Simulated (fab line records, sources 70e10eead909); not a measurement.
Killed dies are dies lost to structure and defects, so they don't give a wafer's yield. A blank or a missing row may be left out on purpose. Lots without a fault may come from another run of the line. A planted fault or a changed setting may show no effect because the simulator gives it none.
fab line records | flow nand_harc
record lots=12 wafers=36 last_day=33
route steps=1302 shown A_SLIT@933 A_WL_FILL@959
lots that met no fault: from a run of the same line without faults
start_h: hours from the record's first day to the start of the lot's first wafer shown | wait_h: hours since the lot's step before | " the same as in the row above | L1.1+2: a row that stands for several wafers | - no value, or no start given | * or withheld: withheld | < > ~ a bound
route shown NAME@n: a module of which the file shows steps, and the number in the route of the first | usual: mean/standard deviation of fault-free wafers | same: alike in all rows | chamber/n: place in a boat | sites: the reading at each site | _std_site: their standard deviation | _edge_site: outer sites' mean less inner sites' | radius_mm: how far each site lies from the wafer's centre | mask NAME#n: copy n | behind: the tool/chamber that last shaped the wafer | hold: why the lot was held/for how many hours/how that ended | device: the transistor (n, p or np) that didn't switch | end of line: the same wafers' tests at the end of the route | a step without rows: its recipe alone | killed: dies lost to structure and defects at the first sort, not the wafer's yield | map: a wafer's dies, x killed, . not, _ none there
set.NAME: the setting as run; set.NAME@STEP: as run at that earlier step | model.NAME: the simulator's own value behind a step, which no gauge read
steps of the route over a sample of lots; a table a step, a row a wafer
services: from which hour (start_h, from the record's first day; less than 0 if before it) a tool's chamber was out of use, for how many hours, and why
## steps
# step NHARC_A_SLIT_CD_MEAS_09
# recipe target_cd_nm=300 landing_energy_ev=500
# usual cd_nm=299.9/0.45
# columns lot.wafer tool chamber start_h wait_h cd_nm
L902.2 cd_sem-03 0 460.24 - 300.5
L902.3 " 0 " " 300.3
L902.5 " 0 " " 300.7
L906.1 cd_sem-03 0 501.52 - 299.5
L906.3 " 0 " " 299.9
L906.5 " 0 " " 299.5
L908.1 cd_sem-03 0 510.98 - 300.4
L908.2 " 0 " " 299.8
L908.3 " 0 " " 300.0
L907.1 cd_sem-03 0 511.13 - 300.2
L907.2 " 0 " " 299.6
L907.4 " 0 " " 300.6
L909.3 cd_sem-02 0 524.09 - 300.1
L909.4 " 0 " " 300.2
L909.5 " 0 " " 301.0
L913.1 cd_sem-01 0 561.48 - 299.9
L913.4 " 0 " " 300.4
L913.6 " 0 " " 299.9
L912.1 cd_sem-01 0 565.19 - 300.3
L912.2 " 0 " " 300.4
L912.4 " 0 " " 299.9
L917.1 cd_sem-02 0 600.80 - 300.2
L917.4 " 0 " " 299.6
L917.5 " 0 " " 299.8
L921.4 cd_sem-01 0 653.18 - 300.4
L921.5 " 0 " " 300.4
L921.6 " 0 " " 299.3
L922.2 cd_sem-01 0 668.47 - 299.1
L922.3 " 0 " " 300.2
L922.4 " 0 " " 300.2
L923.1 cd_sem-02 0 678.23 - 299.7
L923.2 " 0 " " 299.3
L923.5 " 0 " " 300.0
L924.1 cd_sem-02 0 679.47 - 299.5
L924.2 " 0 " " 299.5
L924.3 " 0 " " 299.9
# step NHARC_A_SLIT_ETCH_29
# recipe target_depth_a=1000 overetch_a=100 time_s=55 ion_energy_ev=100 cf4_flow_sccm=80 o2_flow_sccm=20 ar_flow_sccm=0 rf_w=300 bias_w=100 chemistry=CF4/O2
# usual drypump_motor_current_A=5.8/0.52 o2_flow_sccm=20.00/0.061 oes_product_au=1.001/0.0083 rf_vpp_V=197.4/1.4 showerhead_plenum_p_Torr=1.31/0.05 throttle_valve_pct=13.397/0.0095
# columns lot.wafer tool chamber start_h wait_h drypump_motor_current_A o2_flow_sccm oes_product_au rf_hours_counter_h rf_vpp_V showerhead_plenum_p_Torr throttle_valve_pct
L902.2 rie_diel-10 3 471.65 0.1 6.4 20.01 1.000 3.3 195.5 1.25 13.389
L902.3 " 1 " " 5.2 20.00 1.009 3.7 199.3 1.36 13.399
L902.5 " 3 " " 6.3 20.08 1.007 - 196.1 1.25 13.397
L906.1 rie_diel-10 2 507.43 0.1 6.4 19.97 1.010 4.2 198.0 1.32 13.381
L906.3 " 3 " " 6.3 20.03 1.001 4.0 195.5 1.25 13.379
L906.5 " 3 " " 6.4 20.00 0.993 - 195.5 1.25 13.375
L908.2 rie_diel-06 2 516.95 0.1 5.2 20.00 1.020 1.6 196.0 1.24 13.406
L908.3 " 0 " " 5.9 20.02 1.009 1.8 199.9 1.36 13.369
L908.1 " 1 " " 5.0 20.13 1.003 1.4 199.1 1.37 13.380
L907.1 rie_diel-10 3 517.34 0.1 6.4 19.91 0.997 5.3 196.4 1.25 13.395
L907.4 " 0 " " 5.7 20.12 0.990 5.3 197.4 1.28 13.398
L907.2 " 1 " " 5.2 19.92 0.997 5.2 198.5 1.36 13.392
L909.3 rie_diel-02 0 532.78 0.1 5.0 19.94 1.000 8.0 198.4 1.34 13.379
L909.4 " 1 " " 5.8 20.03 0.987 6.9 194.8 1.26 13.398
L909.5 " 3 " " 5.3 19.94 0.991 - 197.5 1.33 13.410
L913.1 rie_diel-06 1 567.72 0.1 5.0 19.96 0.998 3.6 198.3 1.37 13.384
L913.4 " 3 " " 6.2 20.00 1.001 6.4 198.8 1.37 13.388
L913.6 " 1 " " 5.0 19.91 1.013 - 199.2 1.37 13.398
L912.4 rie_diel-10 2 571.59 0.1 6.4 20.01 0.998 7.8 197.2 1.32 13.402
L912.1 " 0 " " 5.7 19.97 0.995 8.6 197.8 1.28 13.404
L912.2 " 1 " " 5.2 20.01 1.001 7.3 199.0 1.36 13.390
L917.1 rie_diel-02 1 606.78 0.1 5.9 20.06 1.004 1.5 196.9 1.26 13.387
L917.4 " 3 " " 5.2 20.08 1.013 2.2 197.1 1.33 13.405
L917.5 " 2 " " 5.9 20.05 1.012 - 199.2 1.42 13.400
L921.4 rie_diel-10 2 662.98 0.1 6.4 20.06 0.999 2.6 197.9 1.32 13.401
L921.6 " 2 " " 6.4 19.97 1.002 - 197.4 1.32 13.387
L921.5 " 3 " " 6.4 19.94 1.011 - 196.0 1.25 13.383
L922.4 rie_diel-10 3 674.37 0.1 6.4 20.02 0.995 3.8 195.6 1.25 13.391
L922.2 " 0 " " 5.7 19.96 1.000 3.6 197.0 1.28 13.415
L922.3 " 1 " " 5.2 19.89 1.005 3.7 198.6 1.35 13.393
L923.2 rie_diel-06 2 684.21 0.1 5.1 20.04 0.996 1.5 195.1 1.24 13.398
L923.1 " 3 " " 6.2 20.09 1.002 1.5 198.1 1.37 13.416
L923.5 " 1 " " 5.1 19.97 0.994 - 197.9 1.37 13.403
L924.3 rie_diel-02 3 685.62 0.1 5.3 19.89 1.014 6.2 198.5 1.33 13.407
L924.2 " 0 " " 5.0 20.01 0.988 6.0 197.9 1.34 13.403
L924.1 " 1 " " 5.8 19.97 1.007 5.3 198.3 1.26 13.408
# step NHARC_A_WL_FILL_STRIP_27
# recipe power_w=1500 temp_c=250 time_s=20 chemistry=N2/H2
# usual drypump_motor_current_A=5.6/0.34 heater_power_w=334/13
# columns lot.wafer tool chamber start_h wait_h drypump_motor_current_A heater_power_w rf_hours_counter_h
L902.2 plasma_asher-02 0 480.86 0.2 5.4 344 9
L902.3 " 0 " " 5.4 339 -
L902.5 " 1 " " 6.1 347 -
L906.1 plasma_asher-02 0 516.36 0.1 5.4 336 16
L906.3 " 0 " " 5.4 336 -
L906.5 " 1 " " 6.1 343 -
L907.2 plasma_asher-02 1 526.37 0.1 6.1 342 19
L907.1 " 0 " " 5.4 338 19
L907.4 " 0 " " 5.4 350 -
L908.2 plasma_asher-02 0 526.78 0.4 5.4 342 20
L908.1 " 1 " " 6.1 335 20
L908.3 " 1 " " 6.1 341 -
L909.3 plasma_asher-01 0 541.80 0.1 5.9 308 -
L909.4 " 1 " " 5.2 346 -
L909.5 " 0 " " 5.9 319 -
L913.1 plasma_asher-01 0 576.65 0.1 5.8 314 8
L913.4 " 0 " " 5.9 315 -
L913.6 " 1 " " 5.2 350 -
L912.2 plasma_asher-01 0 580.45 0.1 5.8 314 8
L912.1 " 1 " " 5.2 339 8
L912.4 " 0 " " 5.9 316 -
L917.1 plasma_asher-02 1 615.32 0.1 6.1 346 0
L917.4 " 1 " " 6.1 335 -
L917.5 " 0 " " 5.4 339 -
L921.4 plasma_asher-01 1 672.40 0.1 5.2 348 -
L921.6 " 1 " " 5.2 345 -
L921.5 " 0 " " 5.8 314 -
L922.2 plasma_asher-02 1 683.32 0.1 6.1 338 16
L922.3 " 0 " " 5.4 339 -
L922.4 " 1 " " 6.1 344 -
L923.2 plasma_asher-01 1 693.27 0.1 5.2 340 31
L923.1 " 0 " " 5.8 307 31
L923.5 " 1 " " 5.2 345 -
L924.1 plasma_asher-02 0 693.29 0.1 5.4 334 18
L924.2 " 1 " " 6.1 333 18
L924.3 " 0 " " 5.4 335 -
# step NHARC_A_WL_FILL_ALD_10
# recipe target_thk_a=500 pulse_time_s=10 ald_cycles=500 temp_c=300 material=SiO2
# usual ald_cycles=500/0 heater_power_w=485/48 precursor_pulse_height_rel=1.000/0.018
# columns lot.wafer tool chamber start_h wait_h ald_cycles heater_power_w precursor_pulse_height_rel
L902.2 ald_hk-03 2 486.76 0.6 500 452 1.007
L902.3 " 0 487.77 1.6 500 387 1.009
L902.5 " 1 " " 500 571 0.989
L906.1 ald_hk-03 3 522.05 0.6 500 478 0.987
L906.3 " 1 523.08 1.6 500 569 1.001
L906.5 " 2 " " 500 455 1.007
L907.4 ald_hk-03 0 534.07 0.0 500 395 1.002
L907.2 " 1 " " 500 572 1.006
L907.1 " 2 " " 500 463 0.996
L908.1 ald_hk-04 0 534.10 0.1 500 491 0.977
L908.3 " 1 " " 500 524 1.027
L908.2 " 3 535.64 1.6 500 470 1.022
L909.4 ald_hk-04 2 544.67 0.6 500 447 1.008
L909.3 " 3 " " 500 481 0.992
L909.5 " 1 546.24 2.1 500 516 1.008
L913.1 ald_hk-03 3 580.13 0.1 500 513 1.016
L913.4 " 1 581.15 1.1 500 520 1.024
L913.6 " 0 582.68 2.6 457 381 1.004
L912.2 ald_hk-03 0 585.72 0.1 457 378 1.001
L912.1 " 1 " " 500 540 1.017
L912.4 " 2 " " 500 453 1.002
L917.4 ald_hk-03 3 620.41 0.0 500 528 1.004
L917.1 " 0 " " 457 378 0.972
L917.5 " 0 622.98 2.6 457 382 0.973
L921.4 ald_hk-02 3 678.82 1.6 500 521 1.006
L921.5 " 0 " " 500 524 1.009
L921.6 " 1 " " 500 463 0.992
L922.3 ald_hk-04 3 688.69 0.1 500 457 0.977
L922.2 " 1 689.71 1.1 500 525 0.997
L922.4 " 2 " " 500 437 1.030
L924.1 ald_hk-03 1 699.30 1.0 500 545 0.994
L924.2 " 2 " " 500 458 1.005
L924.3 " 3 " " 500 508 1.023
L923.2 ald_hk-04 0 701.50 3.2 500 488 0.997
L923.1 " 1 " " 500 542 1.034
L923.5 " 3 703.03 4.7 500 455 1.007
## services
# columns tool chamber start_h hours kind
rie_diel-10 3 451.01 1.6 repair
rie_diel-10 0 461.16 3.6 repair
rie_diel-06 - 484.20 9.0 pm
rie_diel-02 1 510.65 3.5 repair
plasma_asher-01 - 519.00 9.0 pm
rie_diel-02 1 533.96 10.6 repair
plasma_asher-01 - 547.22 4.2 repair
rie_diel-06 1 563.24 3.4 repair
ald_hk-03 - 568.55 10.0 pm
rie_diel-02 - 570.85 9.0 pm
rie_diel-10 0 577.14 2.6 repair
rie_diel-06 0 578.65 3.5 repair
rie_diel-10 2 586.33 5.4 repair
rie_diel-10 - 596.53 9.0 pm
rie_diel-06 3 597.77 2.8 repair
plasma_asher-01 - 602.06 5.1 repair
plasma_asher-02 - 603.33 9.0 pm
plasma_asher-02 - 612.34 2.1 repair
ald_hk-04 - 619.13 10.0 pm
rie_diel-02 - 632.95 0.5 repair
rie_diel-06 - 661.20 9.0 pm
plasma_asher-02 - 668.92 0.6 repair
rie_diel-02 1 690.75 11.8 repair
plasma_asher-01 - 696.00 9.0 pm
## key
first_sign step=NHARC_A_WL_FILL_ALD_10 reading=ald_cycles direction=down sigmas=99+ usual=500 struck=457
effect none on later readings
met_at NHARC_A_WL_FILL_ALD_10
struck_lots L912,L913,L917
struck_wafers L912.2,L913.6,L917.1,L917.5
tester_left_out L912,L913,L917
not_acting_at NHARC_A_SLIT_CD_MEAS_09,NHARC_A_SLIT_ETCH_29,NHARC_A_WL_FILL_STRIP_27
fault kind=process_parameter_drift tool=ald_hk-03 chamber=0 onset_h=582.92 steps=NHARC_A_WL_FILL_ALD_10 channel=ald_cycles offset=-43 shape=step end_h=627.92 acts_in=these_recipes_only stated=500
# tester_left_out: of these lots the tester's yield and bins aren't shown, on N5 and GAA mostly nor the transistor test; their killed dies are dies lost to structure and defects alone, not to doping, threshold or leakage, so they don't give the yield
